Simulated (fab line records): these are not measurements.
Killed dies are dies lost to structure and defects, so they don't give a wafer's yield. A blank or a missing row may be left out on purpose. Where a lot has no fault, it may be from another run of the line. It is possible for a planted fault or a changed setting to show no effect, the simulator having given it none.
Commonality check across tools -- flow nandHarc -- 6 wafers sampled across 2 lots

REASON IT WAS OPENED
On 2 of the 2 lots, a flag is raised at NHARC_END_SORT_01 on the reading killedAtArray. No-fault wafers: 62, standard deviation 15.
Rule: flag the lot when none of its wafers has a number, or when each of its wafers that has one lies beyond 4 standard deviations from that mean. As for the other lots, they are considered sound.

lot,measured,on,"killedAtArray, wafer by wafer",flag
L319,day 27 15:35,prober-02,674 674 675,FLAGGED
L320,day 27 23:36,prober-01,668 668 670,FLAGGED
Average over the flagged lots: 672; offset from the usual +610, equal to +41 standard deviations.

EACH LOT AND THE TOOL IT RAN ON
Before the reading, the record contains 3 process steps out of a 1302-step route. Every cell lists first the tool, next ch and the chambers used by the sampled wafers, and last the start.
lot,flag,NHARC_A_M0_CMP_23,NHARC_A_M1_ETCH_28,NHARC_A_M1_CMP_23
L319,FLAGGED,"cmp-03 ch 0,1,3, day 26 02:02","rieDiel-09 ch 0,1,2, day 26 05:29","cmp-02 ch 0,2,3, day 26 06:58"
L320,FLAGGED,"cmp-03 ch 1,2,3, day 26 06:43","rieDiel-12 ch 0,1,2, day 26 09:22","cmp-02 ch 1,2, day 26 10:50"
These steps, and what they do:
- NHARC_A_M0_CMP_23: polishes, t overpolish 20 s, target thk 113.75 nm.
- NHARC_A_M1_ETCH_28: etches the open film in CF4/N2, target depth 30 nm, time 72.99 s.
- NHARC_A_M1_CMP_23: polishes, t overpolish 20 s, target thk 154.34 nm.
- NHARC_END_SORT_01

FLAGGED OVER TOTAL, TOOL BY TOOL (the gauges that took the reading come last)
step,tool,lots run,flagged,share of the flagged lots,sound lots run after its first flagged lot
NHARC_A_M0_CMP_23,cmp-03,2,2,all,0
NHARC_A_M1_ETCH_28,rieDiel-09,1,1,some,0
NHARC_A_M1_ETCH_28,rieDiel-12,1,1,some,0
NHARC_A_M1_CMP_23,cmp-02,2,2,all,0
NHARC_END_SORT_01,prober-01,1,1,some,0
NHARC_END_SORT_01,prober-02,1,1,some,0

WHAT THE TABLE PERMITS
cmp-03 at NHARC_A_M0_CMP_23 and cmp-02 at NHARC_A_M1_CMP_23 are the 2 rows of the table that ran each flagged lot.
- cmp-03 at NHARC_A_M0_CMP_23: 2 of its 2 lots flagged. With no sound lot run before its first flagged lot in this sample, there is nothing to narrow down the start.
- cmp-02 at NHARC_A_M1_CMP_23: 2 of its 2 lots flagged. With no sound lot run before its first flagged lot in this sample, there is nothing to narrow down the start.
A lot count leaves these 2 tools indistinguishable: every one of them fits a fault beginning at some hour. More lots, or a look at what each step does to the wafer, might.

WHAT THE SIMULATOR PUT IN
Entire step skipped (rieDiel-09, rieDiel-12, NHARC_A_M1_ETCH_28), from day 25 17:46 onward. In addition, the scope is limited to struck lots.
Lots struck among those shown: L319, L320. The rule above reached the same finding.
